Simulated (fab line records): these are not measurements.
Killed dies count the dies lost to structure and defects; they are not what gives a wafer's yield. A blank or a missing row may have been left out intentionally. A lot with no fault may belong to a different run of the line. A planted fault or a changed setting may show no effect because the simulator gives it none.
Split-lot experiment	flow n5-finfet	route with 1938 steps; 7 lots, 39 wafers read

THE SPLIT ITSELF
At N5_MOL_CONTACT_COAG_SPUTTER_130 (material Co, target thk 47.5 nm), the setting power-w was moved away from the recipe's 3000 W on 15 of the 39 wafers read, by -12.5% to +13.0%. All remaining wafers had this setting at the recipe value.

The reading comes from the split's own step.

THE READING
Co_of_MOL_CONTACT_COAG_SPUTTER_130.thk-nm (the simulator's own value, which no gauge read), in nm, at N5_MOL_CONTACT_COAG_SPUTTER_130 (material Co, target thk 47.5 nm). The file gives no usual value for it. Across the 24 wafers here that went through the recipe, the average is 47.5 nm and the standard deviation 0.36 nm.

wafer	tool, chamber at the split	power-w as run, W	against the recipe	Co_of_MOL_CONTACT_COAG_SPUTTER_130.thk-nm, nm	against lot-mates on the recipe
L075.1	pvd-sputter-01, -	2624	-12.5%	41.6	-6.1
L075.6	pvd-sputter-01, -	2624	-12.5%	41.6	-6.1
L075.2	pvd-sputter-01, -	2624	-12.5%	41.4	-6.3
L075.3	pvd-sputter-01, -	3000	recipe	47.4	-
L075.4	pvd-sputter-01, -	3000	recipe	47.4	-
L075.5	pvd-sputter-01, -	3000	recipe	48.2	-
L078.1	pvd-sputter-01, -	3000	recipe	48	-
L078.4	pvd-sputter-01, -	3000	recipe	47.4	-
L078.6	pvd-sputter-01, -	3000	recipe	47.4	-
L079.1	pvd-sputter-01, -	3000	recipe	47.6	-
L079.2	pvd-sputter-01, -	3000	recipe	47.2	-
L079.4	pvd-sputter-01, -	3000	recipe	47.2	-
L079.3	pvd-sputter-01, -	3288	+9.6%	51.4	+4.1
L079.5	pvd-sputter-01, -	3288	+9.6%	51.8	+4.5
L079.6	pvd-sputter-01, -	3288	+9.6%	51.8	+4.5
L084.1	pvd-sputter-03, -	2748	-8.4%	43.2	-4.3
L084.2	pvd-sputter-03, -	3000	recipe	48	-
L084.3	pvd-sputter-03, -	3000	recipe	47.2	-
L084.4	pvd-sputter-03, -	3000	recipe	47.4	-
L084.5	pvd-sputter-03, -	2748	-8.4%	44.2	-3.3
L084.6	pvd-sputter-03, -	2748	-8.4%	43.4	-4.1
L086.1	pvd-sputter-01, -	3297	+9.9%	52.2	+4.9
L086.2	pvd-sputter-01, -	3297	+9.9%	52	+4.7
L086.3	pvd-sputter-01, -	3297	+9.9%	52.4	+5.1
L086.4	pvd-sputter-01, -	3000	recipe	47.2	-
L086.5	pvd-sputter-01, -	3000	recipe	47.4	-
L086.6	pvd-sputter-01, -	3000	recipe	47.4	-
L089.1	pvd-sputter-02, -	3000	recipe	47	-
L089.2	pvd-sputter-02, -	3000	recipe	48	-
L089.3	pvd-sputter-02, -	3000	recipe	48	-
L089.4	pvd-sputter-02, -	3000	recipe	47.6	-
L089.5	pvd-sputter-02, -	3000	recipe	47.6	-
L089.6	pvd-sputter-02, -	3000	recipe	47.2	-
L094.1	pvd-sputter-03, -	3390	+13.0%	53.8	+6.2
L094.3	pvd-sputter-03, -	3390	+13.0%	53.8	+6.2
L094.2	pvd-sputter-03, -	3000	recipe	48.2	-
L094.4	pvd-sputter-03, -	3000	recipe	47	-
L094.5	pvd-sputter-03, -	3000	recipe	47.6	-
L094.6	pvd-sputter-03, -	3390	+13.0%	53.6	+6.0

FIT RESULTS
A straight line over all 39 wafers: Co_of_MOL_CONTACT_COAG_SPUTTER_130.thk-nm changes by +0.469 nm for each +1% of power-w; r = +0.99; the points scatter about the line by 0.34 nm.
The same after taking each lot's own level away (the mean of its wafers on the recipe; 39 wafers): +0.477 nm for each +1%; r = +1.00; scatter 0.32 nm.
On that fit, the largest move of power-w shifts the reading by 6.2 nm.
Across the lots, their own levels run from 47.33 to 47.67 nm, a range of 0.9 times the standard deviation given above.
The two slopes are in agreement: the lot-to-lot level therefore moves the slope only a little.
Check: for one of the wafers moved furthest among these (+13.0%), held out of the fit, the line's prediction against its lot-mates is +6.17 nm. Against them it came out at +6.2 nm.

OTHER SPLITS APPLIED TO THESE WAFERS
Note: prior to the reading, these wafers also went through further splits. Each is held against what the fit with the lots' levels taken away leaves over:
other split on the same wafers	wafers away from the commonest value	r with Co_of_MOL_CONTACT_COAG_SPUTTER_130.thk-nm (lot level and that fit taken away)
N5_GATE_CUT_ALD_22 ald-cycles	15	-0.08

FILE'S OWN FIT
Co_of_MOL_CONTACT_COAG_SPUTTER_130.thk-nm changes by +0.476 nm for each +1% of power-w, r = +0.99.
